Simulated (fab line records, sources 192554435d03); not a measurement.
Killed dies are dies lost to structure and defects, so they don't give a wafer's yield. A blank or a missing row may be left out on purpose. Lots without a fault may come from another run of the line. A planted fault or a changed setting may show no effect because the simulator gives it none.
Chamber matching | flow n5_finfet | N5_BEOL_M9_STRIP_67 on rie_diel-03: 4 sister chambers
The step strips in CF4. 8 wafers are shown with their chamber, then 12 later ones without.

WAFERS WITH THEIR CHAMBER
wafer  | chamber | drypump_motor_current_A (A) | showerhead_plenum_p_Torr (Torr)
L091.2 | 2       | 6.2                         | 1.87
L091.4 | 0       | 6.2                         | 1.79
L093.1 | 3       | 5.2                         | 1.88
L093.5 | 0       | 6.1                         | 1.78
L093.6 | 1       | 5.8                         | 1.82
L092.1 | 3       | 5.2                         | 1.88
L092.2 | 1       | 5.8                         | 1.82
L092.3 | 2       | 6.3                         | 1.86

WAFERS WITHOUT THEIR CHAMBER
wafer  | drypump_motor_current_A (A) | showerhead_plenum_p_Torr (Torr)
L092.4 | 6.1                         | 1.78
L092.5 | 5.2                         | 1.88
L092.6 | 6.2                         | 1.78
L096.2 | 5.8                         | 1.82
L096.3 | 6.2                         | 1.86
L096.4 | 5.2                         | 1.88
L097.1 | 6.1                         | 1.78
L097.2 | 5.2                         | 1.88
L097.3 | 6.3                         | 1.86
L097.4 | 5.8                         | 1.81
L097.5 | 5.8                         | 1.81
L097.6 | 6.2                         | 1.78

WHICH CHAMBER EACH WENT THROUGH
wafer  | from the rows above | in truth
L092.4 | 0                   | 0
L092.5 | 3                   | 3
L092.6 | 0                   | 0
L096.2 | 1                   | 1
L096.3 | 2                   | 2
L096.4 | 3                   | 3
L097.1 | 0                   | 0
L097.2 | 3                   | 3
L097.3 | 2                   | 2
L097.4 | 1                   | 1
L097.5 | 1                   | 1
L097.6 | 0                   | 0
Placed correctly: 12 of 12. Can't be placed from these rows: 0. Placed wrongly: 0.
How it was worked out, from the rows above alone: a wafer's distance from a chamber is the root of the sum, over the readings, of the square of ((its reading less the chamber's mean) divided by the reading's scatter). The wafer belongs to the nearest chamber; if the next one is less than 2 further off, it can't be placed. A chamber's mean is the mean of its shown wafers. The scatter: the root of (the sum of the squares of (reading less its chamber's mean) over the shown wafers, divided by (wafers less chambers)).
